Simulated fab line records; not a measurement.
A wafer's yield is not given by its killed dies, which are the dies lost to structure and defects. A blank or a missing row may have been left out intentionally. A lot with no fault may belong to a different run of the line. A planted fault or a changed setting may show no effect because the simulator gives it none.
Split-lot experiment / flow n5-finfet / 21 wafers read across 7 lots, on a route 1938 steps long

== THE SPLIT ==
At N5_FIN_SAQP_PECVD_06 (deposits a-Si from SiH4/He, target thk 60 nm, time 48.1 s), the setting time-s was moved away from the recipe's 48.1 s on 8 of the 21 wafers read, by -7.4% to +11.8%. For the rest of the wafers, this setting stayed at what the recipe calls for.

== FROM THE SPLIT TO THE READING: what the file shows between them, 8 steps ==
- N5_FIN_SAQP_THK_MEAS_07
- N5_FIN_SAQP_PEB_14: peb time 60 s (also split here: peb-time-s)
- N5_FIN_SAQP_DEVELOP_15: develop time 30 s
- N5_FIN_SAQP_CD_MEAS_16: target cd 35.6 nm
- N5_FIN_SAQP_ETCH_52: etches SOC in N2/H2, target depth 100 nm, overetch 20 nm, time 150 s
- N5_FIN_SAQP_STRIP_53: strips in N2/H2
- N5_FIN_SAQP_HM_OPEN_73: chemistry CHF3/O2, target SiO2, stops on a-Si, target depth 12 nm, time 16.8 s
- N5_FIN_SAQP_STRIP_74: strips in CHF3/O2

== THE READING ==
etch.depth-nm (the simulator's own value, which no gauge read), in nm, at N5_FIN_SAQP_MANDREL_ETCH_22 (etches a-Si in HBr/Cl2, stops on SiNx, target depth 60 nm, bt time 10 s, time 30 s). The file gives no usual value for it. Across the 13 wafers here that went through the recipe, the average is 60.08 nm and the standard deviation 0.92 nm.

wafer=L074.2; tool, chamber at the split=pecvd-01, 1; time-s as run, s=50.38; against the recipe=+4.7%; etch.depth-nm, nm=62; against lot-mates on the recipe=+1.56
wafer=L074.3; tool, chamber at the split=pecvd-01, 2; time-s as run, s=48.1; against the recipe=recipe; etch.depth-nm, nm=59.8; against lot-mates on the recipe=-
wafer=L074.5; tool, chamber at the split=pecvd-01, 0; time-s as run, s=48.1; against the recipe=recipe; etch.depth-nm, nm=61.08; against lot-mates on the recipe=-
wafer=L076.1; tool, chamber at the split=pecvd-01, 2; time-s as run, s=53.79; against the recipe=+11.8%; etch.depth-nm, nm=66.93; against lot-mates on the recipe=+6.31
wafer=L076.4; tool, chamber at the split=pecvd-01, 0; time-s as run, s=48.1; against the recipe=recipe; etch.depth-nm, nm=61; against lot-mates on the recipe=-
wafer=L076.6; tool, chamber at the split=pecvd-01, 2; time-s as run, s=48.1; against the recipe=recipe; etch.depth-nm, nm=60.25; against lot-mates on the recipe=-
wafer=L077.1; tool, chamber at the split=pecvd-04, 0; time-s as run, s=44.55; against the recipe=-7.4%; etch.depth-nm, nm=54.51; against lot-mates on the recipe=-5.99
wafer=L077.3; tool, chamber at the split=pecvd-04, 2; time-s as run, s=44.55; against the recipe=-7.4%; etch.depth-nm, nm=54.31; against lot-mates on the recipe=-6.19
wafer=L077.5; tool, chamber at the split=pecvd-04, 1; time-s as run, s=48.1; against the recipe=recipe; etch.depth-nm, nm=60.5; against lot-mates on the recipe=-
wafer=L082.2; tool, chamber at the split=pecvd-03, 1; time-s as run, s=48.1; against the recipe=recipe; etch.depth-nm, nm=59.34; against lot-mates on the recipe=-
wafer=L082.3; tool, chamber at the split=pecvd-03, 0; time-s as run, s=45.8; against the recipe=-4.8%; etch.depth-nm, nm=56.03; against lot-mates on the recipe=-3.31
wafer=L082.6; tool, chamber at the split=pecvd-03, 2; time-s as run, s=45.8; against the recipe=-4.8%; etch.depth-nm, nm=58.15; against lot-mates on the recipe=-1.19
wafer=L086.1; tool, chamber at the split=pecvd-01, 1; time-s as run, s=48.1; against the recipe=recipe; etch.depth-nm, nm=57.69; against lot-mates on the recipe=-
wafer=L086.2; tool, chamber at the split=pecvd-01, 0; time-s as run, s=48.1; against the recipe=recipe; etch.depth-nm, nm=58.98; against lot-mates on the recipe=-
wafer=L086.5; tool, chamber at the split=pecvd-01, 2; time-s as run, s=48.1; against the recipe=recipe; etch.depth-nm, nm=60.56; against lot-mates on the recipe=-
wafer=L091.1; tool, chamber at the split=pecvd-03, 0; time-s as run, s=48.1; against the recipe=recipe; etch.depth-nm, nm=60.95; against lot-mates on the recipe=-
wafer=L091.2; tool, chamber at the split=pecvd-03, 1; time-s as run, s=48.1; against the recipe=recipe; etch.depth-nm, nm=59.91; against lot-mates on the recipe=-
wafer=L091.6; tool, chamber at the split=pecvd-03, 1; time-s as run, s=48.1; against the recipe=recipe; etch.depth-nm, nm=60.7; against lot-mates on the recipe=-
wafer=L097.1; tool, chamber at the split=pecvd-04, 0; time-s as run, s=53.69; against the recipe=+11.6%; etch.depth-nm, nm=66.87; against lot-mates on the recipe=+6.60
wafer=L097.4; tool, chamber at the split=pecvd-04, 1; time-s as run, s=48.1; against the recipe=recipe; etch.depth-nm, nm=60.27; against lot-mates on the recipe=-
wafer=L097.5; tool, chamber at the split=pecvd-04, 2; time-s as run, s=53.69; against the recipe=+11.6%; etch.depth-nm, nm=67.89; against lot-mates on the recipe=+7.62

THE FIT
A straight line over all 21 wafers: etch.depth-nm changes by +0.639 nm for each +1% of time-s; r = +0.97; the points scatter about the line by 0.94 nm.
The same after taking each lot's own level away (the mean of its wafers on the recipe; 21 wafers): +0.616 nm for each +1%; r = +0.96; scatter 0.93 nm.
That fit puts the effect of the largest move of time-s on the reading at 7.3 nm.
From 59.077 to 60.625 nm: that is the span of the lots' own levels, equal to 1.7 times the standard deviation above.
Consequently the slope shifts little with the lot-to-lot level, the two slopes agreeing.
Check: with one of the wafers moved furthest among these (+11.8%) left out of the fit, the line predicts +7.37 nm for it against its lot-mates. Against them it came out at +6.31 nm.

== OTHER SPLITS APPLIED TO THESE WAFERS ==
Note: prior to the reading, these wafers also went through further splits. Each is held against what the fit with the lots' levels taken away leaves over:
other split on the same wafers=N5_ZERO_LAYER_PECVD_02 time-s; wafers away from the commonest value=7; r with etch.depth-nm (lot level and that fit taken away)=+0.16
other split on the same wafers=N5_ZERO_LAYER_COAT_05 spin-rpm; wafers away from the commonest value=6; r with etch.depth-nm (lot level and that fit taken away)=-0.25
other split on the same wafers=N5_WELL_APT_EXPOSE_22 dose-mj; wafers away from the commonest value=7; r with etch.depth-nm (lot level and that fit taken away)=+0.18
other split on the same wafers=N5_WELL_APT_DESCUM_30 time-s; wafers away from the commonest value=5; r with etch.depth-nm (lot level and that fit taken away)=+0.31
other split on the same wafers=N5_FIN_SAQP_PEB_14 peb-time-s; wafers away from the commonest value=8; r with etch.depth-nm (lot level and that fit taken away)=-0.27

== THE WHOLE CHAIN: every reading that the file lists as answering this split, in the file's order ==
step=N5_FIN_SAQP_PECVD_06; what it does=deposits a-Si from SiH4/He, target thk 60 nm, time 48.1 s; reading=a-Si_of_FIN_SAQP_PECVD_06.thk-nm (the simulator's own value, which no gauge read); change (the file's fit)=+0.581 nm for each +1% of the setting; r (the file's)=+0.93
step=N5_FIN_SAQP_THK_MEAS_07; what it does=; reading=thk-nm; change (the file's fit)=withheld for each +1% of the setting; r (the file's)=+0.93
step=N5_FIN_SAQP_HM_OPEN_73; what it does=chemistry CHF3/O2, target SiO2, stops on a-Si, target depth 12 nm, time 16.8 s; reading=a-Si_of_FIN_SAQP_PECVD_06.thk-nm (the simulator's own value, which no gauge read); change (the file's fit)=+0.587 nm for each +1% of the setting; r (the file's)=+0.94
step=N5_FIN_SAQP_MANDREL_ETCH_22; what it does=etches a-Si in HBr/Cl2, stops on SiNx, target depth 60 nm, bt time 10 s, time 30 s; reading=etch.depth-nm (the simulator's own value, which no gauge read); change (the file's fit)=+0.587 nm for each +1% of the setting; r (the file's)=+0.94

== FILE'S OWN FIT ==
etch.depth-nm changes by +0.587 nm for each +1% of time-s, r = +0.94.
